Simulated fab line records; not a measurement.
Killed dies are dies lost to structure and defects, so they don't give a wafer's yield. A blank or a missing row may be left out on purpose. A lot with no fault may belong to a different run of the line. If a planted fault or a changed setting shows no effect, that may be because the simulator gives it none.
Split-lot trial ; flow n5Finfet ; 39 wafers read across 7 lots, on a route 1938 steps long

## THE SPLIT ITSELF
At N5_BEOL_M5_ILD_DEP_00 (deposits SiCOH lowk from DEMS/porogen, target thk 140.64 nm, time 25.9 s), the setting targetThkA was moved away from the recipe's 1406.4 angstrom on 15 of the 39 wafers read, by -59.2% to +27.7%. The other wafers ran this setting at the recipe's value.

## FROM SPLIT TO READING: 1 step shown by the file between the two
- N5_BEOL_M5_CURE_79: cures SiCOH lowk, time 240 s

## THE READING
At N5_BEOL_M5_THK_MEAS_01: M5_ILD_THK, given in nm. On this fab line, fault-free wafers typically give 121.8 nm with a standard deviation of 1.8 nm.

wafer;tool, chamber at the split;targetThkA as run, angstrom;against the recipe;M5_ILD_THK, nm;against lot-mates on the recipe
L077.1;pecvd-03, 2;573.8;-59.2%;51.0;-71.8
L077.2;pecvd-03, 0;1406.4;recipe;121.4;-
L077.3;pecvd-03, 1;573.8;-59.2%;51.1;-71.7
L077.4;pecvd-03, 2;1406.4;recipe;123.5;-
L077.5;pecvd-03, 0;1406.4;recipe;123.6;-
L077.6;pecvd-03, 1;573.8;-59.2%;53.3;-69.5
L080.1;pecvd-02, 2;1406.4;recipe;118.5;-
L080.2;pecvd-02, 1;1406.4;recipe;121.7;-
L080.3;pecvd-02, 0,2;1406.4;recipe;120.2;-
L080.4;pecvd-02, 0,2;1406.4;recipe;120.0;-
L080.5;pecvd-02, 0;1406.4;recipe;121.1;-
L080.6;pecvd-02, 1;1406.4;recipe;123.2;-
L082.1;pecvd-04, 2;1716;+22.0%;147.9;+25.1
L082.2;pecvd-04, 1;1406.4;recipe;121.1;-
L082.3;pecvd-04, 2;1716;+22.0%;150.5;+27.7
L082.4;pecvd-04, 1;1716;+22.0%;149.7;+26.9
L082.5;pecvd-04, 1;1406.4;recipe;122.6;-
L082.6;pecvd-04, 2;1406.4;recipe;124.7;-
L086.1;pecvd-03, 1;769.2;-45.3%;66.4;-55.3
L086.2;pecvd-03, 0;1406.4;recipe;120.1;-
L086.3;pecvd-03, 2;1406.4;recipe;122.2;-
L086.4;pecvd-03, 1;1406.4;recipe;122.7;-
L086.5;pecvd-03, 2;769.2;-45.3%;68.8;-52.9
L086.6;pecvd-03, 0;769.2;-45.3%;64.8;-56.9
L089.1;pecvd-02, 1;1406.4;recipe;120.5;-
L089.2;pecvd-02, 0;1406.4;recipe;119.9;-
L089.3;pecvd-02, 2;1406.4;recipe;120.8;-
L091.1;pecvd-02, 1;1707;+21.4%;147.4;+24.6
L091.2;pecvd-02, 0;1406.4;recipe;121.7;-
L091.3;pecvd-02, 2;1707;+21.4%;144.8;+22.0
L091.4;pecvd-02, 0;1406.4;recipe;123.0;-
L091.5;pecvd-02, 2;1707;+21.4%;147.3;+24.5
L091.6;pecvd-02, 1;1406.4;recipe;123.7;-
L096.1;pecvd-03, 0;1406.4;recipe;118.9;-
L096.2;pecvd-03, 2;1796;+27.7%;155.7;+34.3
L096.3;pecvd-03, 1;1406.4;recipe;121.8;-
L096.4;pecvd-03, 2;1406.4;recipe;123.5;-
L096.5;pecvd-03, 0;1796;+27.7%;155.3;+33.9
L096.6;pecvd-03, 1;1796;+27.7%;158.3;+36.9
If several chambers appear in one row, that row covers several wafers at once and the file leaves open which wafer was in which chamber.

THE FIT
A straight line over all 39 wafers: M5_ILD_THK changes by +1.2 nm for each +1% of targetThkA; r = +1.00; the points scatter about the line by 1.7 nm.
The same after taking each lot's own level away (the mean of its wafers on the recipe; 39 wafers): +1.21 nm for each +1%; r = +1.00; scatter 1.5 nm.
That fit puts the effect of the largest move of targetThkA on the reading at 71 nm.
The span of the lots' own levels, 120.40 to 122.83 nm, comes to 1.4 times the standard deviation stated above.
The two slopes agree, so the slope changes little with the lot-to-lot level.
Check: -71.3 nm against its lot-mates is what the line predicts for one of the wafers moved furthest among these (-59.2%) when that wafer is left out of the fit. Against them it came out at -71.8 nm.

## OTHER SPLITS ON THESE WAFERS
These wafers also went through other splits before the reading. Each is held against what the fit with the lots' levels taken away leaves over:
other split on the same wafers;wafers away from the commonest value;r with M5_ILD_THK (lot level and that fit taken away)
N5_FIN_SAQP_HM_DEP_72 targetThkA;15;-0.07
N5_DUMMY_GATE_ALD_02 targetThkA;12;-0.30
N5_HKMG_FIN_NWFM_ALD_20 aldCycles;18;+0.18

## THE WHOLE CHAIN: every reading that the file lists as answering this split, in the file's order
step;what it does;reading;change (the file's fit);r (the file's)
N5_BEOL_M5_ILD_DEP_00;deposits SiCOH lowk from DEMS/porogen, target thk 140.64 nm, time 25.9 s;SiCOH_lowk_of_BEOL_M5_ILD_DEP_00.thkNm (the simulator's own value, which no gauge read);+1.39 nm for each +1% of the setting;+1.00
N5_BEOL_M5_CURE_79;cures SiCOH lowk, time 240 s;SiCOH_lowk_of_BEOL_M5_ILD_DEP_00.thkNm (the simulator's own value, which no gauge read);+1.21 nm for each +1% of the setting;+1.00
N5_BEOL_M5_THK_MEAS_01;;M5_ILD_THK;+1.21 for each +1% of the setting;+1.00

## THE FILE'S OWN FIT
M5_ILD_THK changes by +1.21 nm for each +1% of targetThkA, r = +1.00.
